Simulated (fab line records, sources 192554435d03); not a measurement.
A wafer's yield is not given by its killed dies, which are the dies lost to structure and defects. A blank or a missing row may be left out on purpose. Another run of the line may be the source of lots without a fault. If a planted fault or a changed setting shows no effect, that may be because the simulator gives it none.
Matching of chambers + flow n5-finfet + 4 sister chambers for N5_BEOL_M13_DESCUM_15 on rie-diel-04
The step chemistry O2, time 7.9 s. 8 wafers are shown with their chamber, then 7 later ones without.

EACH WAFER AND ITS CHAMBER
| wafer  | chamber | showerhead-plenum-p-Torr (Torr) | drypump-motor-current-A (A) |
|--------|---------|---------------------------------|-----------------------------|
| L075.2 | 2       | 2.13                            | 5.0                         |
| L084.1 | 3       | 2.04                            | 5.4                         |
| L084.5 | 1       | 2.18                            | 5.0                         |
| L086.1 | 0       | 2.18                            | 5.4                         |
| L086.2 | 3       | 2.04                            | 5.4                         |
| L086.3 | 2       | 2.12                            | 4.9                         |
| L093.2 | 0       | 2.18                            | 5.5                         |
| L093.4 | 1       | 2.17                            | 5.0                         |

WAFERS WITH NO CHAMBER GIVEN
| wafer  | showerhead-plenum-p-Torr (Torr) | drypump-motor-current-A (A) |
|--------|---------------------------------|-----------------------------|
| L093.6 | 2.12                            | 5.0                         |
| L097.1 | 2.17                            | 5.0                         |
| L097.3 | 2.17                            | 5.4                         |
| L097.6 | 2.17                            | 5.0                         |
| L096.1 | 2.03                            | 5.4                         |
| L096.3 | 2.11                            | 5.0                         |
| L096.4 | 2.17                            | 5.5                         |

WHICH CHAMBER EACH ONE RAN IN
| wafer  | from the rows above | in truth |
|--------|---------------------|----------|
| L093.6 | 2                   | 2        |
| L097.1 | 1                   | 1        |
| L097.3 | 0                   | 0        |
| L097.6 | 1                   | 1        |
| L096.1 | 3                   | 3        |
| L096.3 | 2                   | 2        |
| L096.4 | 0                   | 0        |
Correctly placed: 7 of 7. Can't be placed from these rows: 0. Number placed wrongly: 0.
How it was worked out, from the rows above alone: a wafer's distance from a chamber is the root of the sum, over the readings, of the square of ((its reading less the chamber's mean) divided by the reading's scatter). If the next closest chamber is less than 2 further off than the closest, the wafer can't be placed; otherwise it belongs to the closest. The mean given for a chamber averages the wafers shown for that chamber. How the scatter is found: for the shown wafers, subtract from each reading the mean of its chamber, square and add these, divide the total by (wafers less chambers), then take the root.
